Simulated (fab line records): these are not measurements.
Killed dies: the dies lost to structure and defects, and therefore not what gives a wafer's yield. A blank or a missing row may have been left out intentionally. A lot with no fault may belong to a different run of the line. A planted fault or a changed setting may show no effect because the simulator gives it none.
The tool behind it: which one? / flow n5Finfet / 45 wafers from 15 lots sampled at 6 of the route's 1938 steps

WHAT EACH GAUGE READ, for each wafer
N5_BEOL_M6_CD_MEAS_18: pitch 80 nm, target cd 40 nm.
lot=L174; measured=day 8 21:17; on=cdSem-01; cdNm (nm)=40.0 39.8 40.3
lot=L173; measured=day 9 01:41; on=cdSem-03; cdNm (nm)=39.8 40.6 39.8
lot=L175; measured=day 9 06:58; on=cdSem-01; cdNm (nm)=39.6 39.4 39.7
lot=L179; measured=day 10 01:10; on=cdSem-01; cdNm (nm)=41.2 40.2 39.9
lot=L180; measured=day 10 09:01; on=cdSem-03; cdNm (nm)=- - -
lot=L181; measured=day 10 16:17; on=cdSem-03; cdNm (nm)=- - -
lot=L182; measured=day 10 23:10; on=cdSem-02; cdNm (nm)=- - -
lot=L185; measured=day 11 20:19; on=cdSem-03; cdNm (nm)=39.8 40.1 41.5
lot=L186; measured=day 12 02:37; on=cdSem-01; cdNm (nm)=39.9 40.2 40.8
lot=L187; measured=day 12 03:38; on=cdSem-03; cdNm (nm)=40.5 39.9 40.1
lot=L189; measured=day 12 11:24; on=cdSem-03; cdNm (nm)=41.5 41.8 40.4
lot=L192; measured=day 13 13:03; on=cdSem-01; cdNm (nm)=39.7 39.7 39.9
lot=L193; measured=day 13 19:58; on=cdSem-01; cdNm (nm)=40.0 41.0 39.9
lot=L195; measured=day 14 04:19; on=cdSem-02; cdNm (nm)=40.9 40.8 40.0
lot=L194; measured=day 14 04:51; on=cdSem-03; cdNm (nm)=39.6 39.7 39.3

WHICH TOOL RAN EACH LOT (tool, then ch and the chambers of the sampled wafers, then the start)
lot=L174; N5_BEOL_M5_SPUTTER_83=pvdSputter-03, day 8 14:32; N5_BEOL_M5_SPUTTER_88=pvdSputter-03, day 8 15:38; N5_BEOL_M6_PECVD_70=pecvd-04 ch 1,2, day 8 18:46; N5_BEOL_M6_HM_DEP_02=pvdSputter-02, day 8 19:52; N5_BEOL_M6_HM_OPEN_17=rieMetal-03 ch 0,1, day 8 21:06
lot=L173; N5_BEOL_M5_SPUTTER_83=pvdSputter-02, day 8 17:26; N5_BEOL_M5_SPUTTER_88=pvdSputter-02, day 8 18:32; N5_BEOL_M6_PECVD_70=pecvd-03 ch 0,1, day 8 21:32; N5_BEOL_M6_HM_DEP_02=pvdSputter-03, day 8 23:14; N5_BEOL_M6_HM_OPEN_17=rieMetal-02 ch 0,1, day 9 01:26
lot=L175; N5_BEOL_M5_SPUTTER_83=pvdSputter-02, day 8 23:20; N5_BEOL_M5_SPUTTER_88=pvdSputter-02, day 9 00:26; N5_BEOL_M6_PECVD_70=pecvd-03 ch 1,2, day 9 03:41; N5_BEOL_M6_HM_DEP_02=pvdSputter-01, day 9 04:36; N5_BEOL_M6_HM_OPEN_17=rieMetal-03 ch 0,1, day 9 06:40
lot=L179; N5_BEOL_M5_SPUTTER_83=pvdSputter-02, day 9 19:52; N5_BEOL_M5_SPUTTER_88=pvdSputter-02, day 9 20:58; N5_BEOL_M6_PECVD_70=pecvd-04 ch 0,1, day 9 23:50; N5_BEOL_M6_HM_DEP_02=pvdSputter-02, day 10 00:08; N5_BEOL_M6_HM_OPEN_17=rieMetal-03 ch 0,1, day 10 00:59
lot=L180; N5_BEOL_M5_SPUTTER_83=pvdSputter-01, day 10 01:47; N5_BEOL_M5_SPUTTER_88=pvdSputter-01, day 10 02:52; N5_BEOL_M6_PECVD_70=pecvd-04 ch 1,2, day 10 06:04; N5_BEOL_M6_HM_DEP_02=pvdSputter-02, day 10 06:50; N5_BEOL_M6_HM_OPEN_17=rieMetal-01 ch 0,1, day 10 08:43
lot=L181; N5_BEOL_M5_SPUTTER_83=pvdSputter-01, day 10 09:26; N5_BEOL_M5_SPUTTER_88=pvdSputter-01, day 10 10:31; N5_BEOL_M6_PECVD_70=pecvd-03 ch 0,1,2, day 10 13:32; N5_BEOL_M6_HM_DEP_02=pvdSputter-01, day 10 14:42; N5_BEOL_M6_HM_OPEN_17=rieMetal-03 ch 0,1, day 10 16:04
lot=L182; N5_BEOL_M5_SPUTTER_83=pvdSputter-03, day 10 17:10; N5_BEOL_M5_SPUTTER_88=pvdSputter-03, day 10 18:15; N5_BEOL_M6_PECVD_70=pecvd-01 ch 0,2, day 10 21:09; N5_BEOL_M6_HM_DEP_02=pvdSputter-03, day 10 22:05; N5_BEOL_M6_HM_OPEN_17=rieMetal-03 ch 0,1, day 10 22:56
lot=L185; N5_BEOL_M5_SPUTTER_83=pvdSputter-01, day 11 13:29; N5_BEOL_M5_SPUTTER_88=pvdSputter-01, day 11 14:34; N5_BEOL_M6_PECVD_70=pecvd-03 ch 0,1, day 11 17:46; N5_BEOL_M6_HM_DEP_02=pvdSputter-01, day 11 19:08; N5_BEOL_M6_HM_OPEN_17=rieMetal-03 ch 0,1, day 11 20:05
lot=L186; N5_BEOL_M5_SPUTTER_83=pvdSputter-02, day 11 20:11; N5_BEOL_M5_SPUTTER_88=pvdSputter-02, day 11 21:16; N5_BEOL_M6_PECVD_70=pecvd-03 ch 0,1,2, day 12 00:11; N5_BEOL_M6_HM_DEP_02=pvdSputter-03, day 12 01:34; N5_BEOL_M6_HM_OPEN_17=rieMetal-03 ch 0,1, day 12 02:25
lot=L187; N5_BEOL_M5_SPUTTER_83=pvdSputter-01, day 11 21:35; N5_BEOL_M5_SPUTTER_88=pvdSputter-01, day 11 22:40; N5_BEOL_M6_PECVD_70=pecvd-03 ch 1,2, day 12 02:03; N5_BEOL_M6_HM_DEP_02=pvdSputter-03, day 12 02:35; N5_BEOL_M6_HM_OPEN_17=rieMetal-01 ch 0,1, day 12 03:28
lot=L189; N5_BEOL_M5_SPUTTER_83=pvdSputter-03, day 12 04:56; N5_BEOL_M5_SPUTTER_88=pvdSputter-03, day 12 06:01; N5_BEOL_M6_PECVD_70=pecvd-03 ch 1,2, day 12 08:54; N5_BEOL_M6_HM_DEP_02=pvdSputter-03, day 12 10:05; N5_BEOL_M6_HM_OPEN_17=rieMetal-02 ch 0, day 12 11:13
lot=L192; N5_BEOL_M5_SPUTTER_83=pvdSputter-01, day 13 06:57; N5_BEOL_M5_SPUTTER_88=pvdSputter-01, day 13 08:02; N5_BEOL_M6_PECVD_70=pecvd-03 ch 0,1, day 13 11:03; N5_BEOL_M6_HM_DEP_02=pvdSputter-02, day 13 11:42; N5_BEOL_M6_HM_OPEN_17=rieMetal-02 ch 1, day 13 12:41
lot=L193; N5_BEOL_M5_SPUTTER_83=pvdSputter-03, day 13 14:51; N5_BEOL_M5_SPUTTER_88=pvdSputter-03, day 13 15:56; N5_BEOL_M6_PECVD_70=pecvd-03 ch 0,1,2, day 13 18:46; N5_BEOL_M6_HM_DEP_02=pvdSputter-03, day 13 18:49; N5_BEOL_M6_HM_OPEN_17=rieMetal-02 ch 1, day 13 19:41
lot=L195; N5_BEOL_M5_SPUTTER_83=pvdSputter-01, day 13 22:35; N5_BEOL_M5_SPUTTER_88=pvdSputter-01, day 13 23:40; N5_BEOL_M6_PECVD_70=pecvd-01 ch 0,1, day 14 02:37; N5_BEOL_M6_HM_DEP_02=pvdSputter-02, day 14 03:01; N5_BEOL_M6_HM_OPEN_17=rieMetal-01 ch 0,1, day 14 04:08
lot=L194; N5_BEOL_M5_SPUTTER_83=pvdSputter-02, day 13 23:31; N5_BEOL_M5_SPUTTER_88=pvdSputter-02, day 14 00:37; N5_BEOL_M6_PECVD_70=pecvd-04 ch 0,1,2, day 14 03:26; N5_BEOL_M6_HM_DEP_02=pvdSputter-01, day 14 03:43; N5_BEOL_M6_HM_OPEN_17=rieMetal-01 ch 0,1, day 14 04:40
- N5_BEOL_M5_SPUTTER_83: material Cu, target thk 15 nm, time 27.62 s.
- N5_BEOL_M5_SPUTTER_88: material Cu, target thk 15 nm, time 27.62 s.
- N5_BEOL_M6_PECVD_70: deposits SiO2 from TEOS/O2, target thk 20 nm, time 22.7 s.
- N5_BEOL_M6_HM_DEP_02: deposits TiN, target thk 20 nm.
- N5_BEOL_M6_HM_OPEN_17: chemistry Cl2/BCl3, target TiN, target depth 20 nm, overetch 6 nm.

WHAT THE TOOLS THEMSELVES READ (means of the sampled wafers that have a number; where no wafer has one, the mark that the record gives instead)
N5_BEOL_M5_SPUTTER_83.
lot=L174; tool=pvdSputter-03; throttleValvePct (%)=29.5
lot=L173; tool=pvdSputter-02; throttleValvePct (%)=30.8
lot=L175; tool=pvdSputter-02; throttleValvePct (%)=29.8
lot=L179; tool=pvdSputter-02; throttleValvePct (%)=28.9
lot=L180; tool=pvdSputter-01; throttleValvePct (%)=29.8
lot=L181; tool=pvdSputter-01; throttleValvePct (%)=29.9
lot=L182; tool=pvdSputter-03; throttleValvePct (%)=30.0
lot=L185; tool=pvdSputter-01; throttleValvePct (%)=30.3
lot=L186; tool=pvdSputter-02; throttleValvePct (%)=29.1
lot=L187; tool=pvdSputter-01; throttleValvePct (%)=29.3
lot=L189; tool=pvdSputter-03; throttleValvePct (%)=28.4
lot=L192; tool=pvdSputter-01; throttleValvePct (%)=29.6
lot=L193; tool=pvdSputter-03; throttleValvePct (%)=29.0
lot=L195; tool=pvdSputter-01; throttleValvePct (%)=30.4
lot=L194; tool=pvdSputter-02; throttleValvePct (%)=29.1

N5_BEOL_M5_SPUTTER_88.
lot=L174; tool=pvdSputter-03; throttleValvePct (%)=29.3
lot=L173; tool=pvdSputter-02; throttleValvePct (%)=30.6
lot=L175; tool=pvdSputter-02; throttleValvePct (%)=29.8
lot=L179; tool=pvdSputter-02; throttleValvePct (%)=29.0
lot=L180; tool=pvdSputter-01; throttleValvePct (%)=29.9
lot=L181; tool=pvdSputter-01; throttleValvePct (%)=30.2
lot=L182; tool=pvdSputter-03; throttleValvePct (%)=30.0
lot=L185; tool=pvdSputter-01; throttleValvePct (%)=30.1
lot=L186; tool=pvdSputter-02; throttleValvePct (%)=29.1
lot=L187; tool=pvdSputter-01; throttleValvePct (%)=29.2
lot=L189; tool=pvdSputter-03; throttleValvePct (%)=28.4
lot=L192; tool=pvdSputter-01; throttleValvePct (%)=29.8
lot=L193; tool=pvdSputter-03; throttleValvePct (%)=29.0
lot=L195; tool=pvdSputter-01; throttleValvePct (%)=30.3
lot=L194; tool=pvdSputter-02; throttleValvePct (%)=29.0

N5_BEOL_M6_PECVD_70.
lot=L174; tool=pecvd-04; heaterPowerW (W)=716; showerheadPlenumPTorr (Torr)=8.74; throttleValvePct (%)=23.8
lot=L173; tool=pecvd-03; heaterPowerW (W)=680; showerheadPlenumPTorr (Torr)=8.82; throttleValvePct (%)=23.0
lot=L175; tool=pecvd-03; heaterPowerW (W)=633; showerheadPlenumPTorr (Torr)=8.80; throttleValvePct (%)=22.0
lot=L179; tool=pecvd-04; heaterPowerW (W)=695; showerheadPlenumPTorr (Torr)=8.75; throttleValvePct (%)=24.4
lot=L180; tool=pecvd-04; heaterPowerW (W)=662; showerheadPlenumPTorr (Torr)=8.70; throttleValvePct (%)=23.1
lot=L181; tool=pecvd-03; heaterPowerW (W)=638; showerheadPlenumPTorr (Torr)=8.82; throttleValvePct (%)=22.6
lot=L182; tool=pecvd-01; heaterPowerW (W)=632; showerheadPlenumPTorr (Torr)=8.75; throttleValvePct (%)=21.9
lot=L185; tool=pecvd-03; heaterPowerW (W)=697; showerheadPlenumPTorr (Torr)=8.80; throttleValvePct (%)=23.0
lot=L186; tool=pecvd-03; heaterPowerW (W)=656; showerheadPlenumPTorr (Torr)=8.81; throttleValvePct (%)=22.5
lot=L187; tool=pecvd-03; heaterPowerW (W)=658; showerheadPlenumPTorr (Torr)=8.80; throttleValvePct (%)=22.9
lot=L189; tool=pecvd-03; heaterPowerW (W)=635; showerheadPlenumPTorr (Torr)=8.79; throttleValvePct (%)=22.3
lot=L192; tool=pecvd-03; heaterPowerW (W)=703; showerheadPlenumPTorr (Torr)=8.82; throttleValvePct (%)=23.1
lot=L193; tool=pecvd-03; heaterPowerW (W)=683; showerheadPlenumPTorr (Torr)=8.83; throttleValvePct (%)=22.6
lot=L195; tool=pecvd-01; heaterPowerW (W)=622; showerheadPlenumPTorr (Torr)=8.76; throttleValvePct (%)=23.7
lot=L194; tool=pecvd-04; heaterPowerW (W)=647; showerheadPlenumPTorr (Torr)=8.72; throttleValvePct (%)=23.6

N5_BEOL_M6_HM_DEP_02.
lot=L174; tool=pvdSputter-02; chamberPressurePa (Pa)=0.4995; substrateTempC (C)=24.94; throttleValvePct (%)=29.7
lot=L173; tool=pvdSputter-03; chamberPressurePa (Pa)=0.4993; substrateTempC (C)=25.02; throttleValvePct (%)=29.1
lot=L175; tool=pvdSputter-01; chamberPressurePa (Pa)=0.5003; substrateTempC (C)=25.01; throttleValvePct (%)=30.4
lot=L179; tool=pvdSputter-02; chamberPressurePa (Pa)=0.4991; substrateTempC (C)=25.00; throttleValvePct (%)=29.9
lot=L180; tool=pvdSputter-02; chamberPressurePa (Pa)=-; substrateTempC (C)=-; throttleValvePct (%)=-
lot=L181; tool=pvdSputter-01; chamberPressurePa (Pa)=-; substrateTempC (C)=-; throttleValvePct (%)=-
lot=L182; tool=pvdSputter-03; chamberPressurePa (Pa)=-; substrateTempC (C)=-; throttleValvePct (%)=-
lot=L185; tool=pvdSputter-01; chamberPressurePa (Pa)=0.5009; substrateTempC (C)=24.97; throttleValvePct (%)=30.2
lot=L186; tool=pvdSputter-03; chamberPressurePa (Pa)=0.5000; substrateTempC (C)=25.07; throttleValvePct (%)=30.4
lot=L187; tool=pvdSputter-03; chamberPressurePa (Pa)=0.5001; substrateTempC (C)=24.96; throttleValvePct (%)=29.2
lot=L189; tool=pvdSputter-03; chamberPressurePa (Pa)=0.4999; substrateTempC (C)=25.20; throttleValvePct (%)=29.2
lot=L192; tool=pvdSputter-02; chamberPressurePa (Pa)=0.4999; substrateTempC (C)=24.99; throttleValvePct (%)=30.0
lot=L193; tool=pvdSputter-03; chamberPressurePa (Pa)=0.4999; substrateTempC (C)=24.98; throttleValvePct (%)=29.1
lot=L195; tool=pvdSputter-02; chamberPressurePa (Pa)=0.5002; substrateTempC (C)=25.04; throttleValvePct (%)=29.8
lot=L194; tool=pvdSputter-01; chamberPressurePa (Pa)=0.5013; substrateTempC (C)=24.93; throttleValvePct (%)=29.6

N5_BEOL_M6_HM_OPEN_17.
lot=L174; tool=rieMetal-03; drypumpMotorCurrentA (A)=5.7; oes_ar_750_au (a.u.)=0.79; oesProductAu (a.u.)=0.68; throttleValvePct (%)=22.20
lot=L173; tool=rieMetal-02; drypumpMotorCurrentA (A)=5.8; oes_ar_750_au (a.u.)=0.74; oesProductAu (a.u.)=0.62; throttleValvePct (%)=22.35
lot=L175; tool=rieMetal-03; drypumpMotorCurrentA (A)=6.1; oes_ar_750_au (a.u.)=0.77; oesProductAu (a.u.)=0.67; throttleValvePct (%)=22.27
lot=L179; tool=rieMetal-03; drypumpMotorCurrentA (A)=6.1; oes_ar_750_au (a.u.)=0.77; oesProductAu (a.u.)=0.67; throttleValvePct (%)=22.28
lot=L180; tool=rieMetal-01; drypumpMotorCurrentA (A)=5.5; oes_ar_750_au (a.u.)=0.72; oesProductAu (a.u.)=0.27; throttleValvePct (%)=22.93
lot=L181; tool=rieMetal-03; drypumpMotorCurrentA (A)=6.2; oes_ar_750_au (a.u.)=0.76; oesProductAu (a.u.)=0.29; throttleValvePct (%)=22.93
lot=L182; tool=rieMetal-03; drypumpMotorCurrentA (A)=6.1; oes_ar_750_au (a.u.)=0.76; oesProductAu (a.u.)=0.29; throttleValvePct (%)=22.94
lot=L185; tool=rieMetal-03; drypumpMotorCurrentA (A)=6.1; oes_ar_750_au (a.u.)=0.76; oesProductAu (a.u.)=0.66; throttleValvePct (%)=22.29
lot=L186; tool=rieMetal-03; drypumpMotorCurrentA (A)=5.7; oes_ar_750_au (a.u.)=0.77; oesProductAu (a.u.)=0.66; throttleValvePct (%)=22.22
lot=L187; tool=rieMetal-01; drypumpMotorCurrentA (A)=5.5; oes_ar_750_au (a.u.)=0.71; oesProductAu (a.u.)=0.59; throttleValvePct (%)=22.30
lot=L189; tool=rieMetal-02; drypumpMotorCurrentA (A)=5.5; oes_ar_750_au (a.u.)=0.63; oesProductAu (a.u.)=0.52; throttleValvePct (%)=22.30
lot=L192; tool=rieMetal-02; drypumpMotorCurrentA (A)=6.5; oes_ar_750_au (a.u.)=0.83; oesProductAu (a.u.)=0.74; throttleValvePct (%)=22.49
lot=L193; tool=rieMetal-02; drypumpMotorCurrentA (A)=6.5; oes_ar_750_au (a.u.)=0.82; oesProductAu (a.u.)=0.72; throttleValvePct (%)=22.51
lot=L195; tool=rieMetal-01; drypumpMotorCurrentA (A)=5.4; oes_ar_750_au (a.u.)=0.75; oesProductAu (a.u.)=0.63; throttleValvePct (%)=22.30
lot=L194; tool=rieMetal-01; drypumpMotorCurrentA (A)=5.4; oes_ar_750_au (a.u.)=0.75; oesProductAu (a.u.)=0.63; throttleValvePct (%)=22.32

THE ANSWER, worked out from the rows above alone
Rule: the usual values come from the lots themselves. The widest of any qualifying gaps counts: lots, ordered by their means at a reading, are off when they make up no more than a third of the lots, leave a main group of 4 or more, and stand apart from it by 3 or more times the standard deviation of that group's means. The tables above print the reading to a certain number of digits; a main group whose means all agree to those digits is not used. Also off: a lot with no number at a reading for which 4 or more lots have one. The other lots that the step has rows for count as sound. First the gauges in route order, then the tools' own readings, where a lot's mean is used as printed above. The first step at which some lot is off is used, and at that step the reading that is off furthest; a lot without a number counts as furthest.
Off: L180, L181, L182 (N5_BEOL_M6_CD_MEAS_18, cdNm). Without a number there: L180, L181, L182. The main group has a mean of 40.2 nm with a standard deviation of 0.45.
A tool fits if, at a process step before that reading, it ran every lot that is off, and no sound lot after the first of them. Not tried: the gauges at N5_BEOL_M6_CD_MEAS_18; whatever is off there is also off at N5_BEOL_M6_HM_DEP_02, on other tools, and gauge error can't account for it. Of those tried, none fits.

WHAT HAD BEEN PUT IN BY THE SIMULATOR
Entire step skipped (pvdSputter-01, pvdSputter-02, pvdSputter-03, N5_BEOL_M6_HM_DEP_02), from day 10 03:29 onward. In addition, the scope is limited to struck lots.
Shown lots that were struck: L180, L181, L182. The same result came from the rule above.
